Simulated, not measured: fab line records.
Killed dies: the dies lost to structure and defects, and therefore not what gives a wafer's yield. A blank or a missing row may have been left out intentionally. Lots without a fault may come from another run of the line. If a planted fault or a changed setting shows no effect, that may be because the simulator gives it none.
Matching of chambers / flow n5-finfet / 4 sister chambers for N5_BEOL_M5_DESCUM_33 on rie-diel-01
The step chemistry O2, time 7 s. 4 wafers are shown with their chamber, then 8 later ones without.

== EACH WAFER AND ITS CHAMBER ==
wafer=L091.1; chamber=1; showerhead-plenum-p-Torr (Torr)=2.07
wafer=L091.2; chamber=3; showerhead-plenum-p-Torr (Torr)=2.07
wafer=L091.6; chamber=2; showerhead-plenum-p-Torr (Torr)=1.98
wafer=L093.1; chamber=0; showerhead-plenum-p-Torr (Torr)=2.08

== WAFERS WITHOUT THEIR CHAMBER ==
wafer=L093.2; showerhead-plenum-p-Torr (Torr)=2.07
wafer=L093.3; showerhead-plenum-p-Torr (Torr)=1.98
wafer=L095.1; showerhead-plenum-p-Torr (Torr)=2.06
wafer=L095.3; showerhead-plenum-p-Torr (Torr)=2.07
wafer=L095.6; showerhead-plenum-p-Torr (Torr)=1.98
wafer=L097.1; showerhead-plenum-p-Torr (Torr)=2.08
wafer=L097.3; showerhead-plenum-p-Torr (Torr)=1.98
wafer=L097.6; showerhead-plenum-p-Torr (Torr)=2.07

== WHICH CHAMBER EACH ONE RAN IN ==
wafer=L093.2; from the rows above=can't be placed: 1 or 3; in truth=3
wafer=L093.3; from the rows above=2; in truth=2
wafer=L095.1; from the rows above=can't be placed: 1 or 3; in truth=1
wafer=L095.3; from the rows above=can't be placed: 1 or 3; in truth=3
wafer=L095.6; from the rows above=2; in truth=2
wafer=L097.1; from the rows above=0; in truth=0
wafer=L097.3; from the rows above=2; in truth=2
wafer=L097.6; from the rows above=can't be placed: 1 or 3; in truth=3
Placed correctly: 4 of 8. Can't be placed from these rows: 4 (the true chamber is among the candidates in 4). 0 placed wrongly.
How it was worked out, from the rows above alone: a wafer's distance from a chamber is the root of the sum, over the readings, of the square of ((its reading less the chamber's mean) divided by the reading's scatter). If the next closest chamber is less than 2 further off than the closest, the wafer can't be placed; otherwise it belongs to the closest. The mean given for a chamber averages the wafers shown for that chamber. The scatter: with one shown wafer a chamber, the root of the mean of the squares of how far each hidden wafer lies from its nearest shown one.
